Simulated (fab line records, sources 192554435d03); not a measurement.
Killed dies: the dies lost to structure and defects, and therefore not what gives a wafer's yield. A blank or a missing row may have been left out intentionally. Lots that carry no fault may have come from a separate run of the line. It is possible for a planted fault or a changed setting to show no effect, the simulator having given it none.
Code-filled problem report in 8D (eight disciplines) form ; flow n5-finfet ; the parts of the form that need people (team, actions taken, sign-off) are left out

== 1. WHAT WENT WRONG ==
Mean of run-length-s at N5_BEOL_M9_ETCH_66: 159.4 s across 3 wafers in 2 lots; on wafers with no fault it is 143.4 s (standard deviation 0.42). That is +38 standard deviations from the usual mean.
The step: etches SOC in N2/H2, target depth 80 nm, overetch 16 nm, time 120 s.
The first sign was on wafer L163.5 at day 11 10:06, on rie-diel-02. At this step, 28 wafers from 10 lots have a number in the record. Rule for "out", or "out of limits": more than 4 standard deviations from the usual mean. The other wafers with a number count as sound.

== 2. WHAT IT IS; WHAT IT IS NOT ==
question;is;is not
which readings at this step;run-length-s;drypump-motor-current-A, oes-product-au, throttle-valve-pct
which lots;L163, L164;L155, L157, L160, L161, L172, L174, L175, L177
which wafers of those lots;L163.5, L164.2, L164.5;L163.3, L164.6
read on which tools;rie-diel-02;rie-diel-03, rie-diel-04
when;from day 11 10:06;"up to then (13 sound wafers); but 12 sound wafers of L164, L172, L174, L175, L177 came after"

== 3. SUSPECTS, AND WHAT RULES EACH OUT ==
Counting: if a tool at a process step up to the reading ran every lot that is out, it stays a suspect. Sound lots after the first of them don't rule it out here, since some wafers of a struck lot are sound.
- rie-diel-02 at N5_BEOL_M9_ETCH_76 (etches underlayer in N2/H2, target depth 6.5 nm, time 5.2 s): kept. It ran every lot that is out, first L163 (day 11 10:03); its last sound lot up to then is L161 (day 10 21:16).
- rie-diel-02 at N5_BEOL_M9_ETCH_66 (etches SOC in N2/H2, target depth 80 nm, overetch 16 nm, time 120 s): kept. It ran every lot that is out, first L163 (day 11 10:06); its last sound lot up to then is L161 (day 10 21:19). Its own run-length-s readings are out on those wafers.
The count leaves rie-diel-02 at N5_BEOL_M9_ETCH_66 and rie-diel-02 at N5_BEOL_M9_ETCH_76.

== 4. THE CAUSE (what the simulator had put in) ==
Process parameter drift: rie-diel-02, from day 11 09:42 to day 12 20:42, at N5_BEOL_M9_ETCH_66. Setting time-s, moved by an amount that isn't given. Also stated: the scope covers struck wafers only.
Of the 2 suspects that counting leaves, this tool is one.

== 5. SEQUENCE OF EFFECTS, ordered by route ==
Rows list readings where the struck wafers' mean (over those with a number) sits beyond 3 standard deviations from the usual. Only readings whose record carries a usual standard deviation are examined. hours: median over the lots of the time between each lot's start at the first step of this table that gives one and its start at this step. sigmas: the change, counted in usual standard deviations.
hours;step;reading;usual;on struck wafers;change;sigmas
0;N5_BEOL_M9_ETCH_66;run-length-s;143.4 s;159.4;+16.0;+38
Its process steps:
- N5_BEOL_M9_ETCH_66: etches SOC in N2/H2, target depth 80 nm, overetch 16 nm, time 120 s.

== 6. HOW IT WOULD HAVE BEEN CAUGHT EARLIER ==
In this record no reading fell out of limits until day 11 10:06, 0 hours after the fault had begun at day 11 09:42.
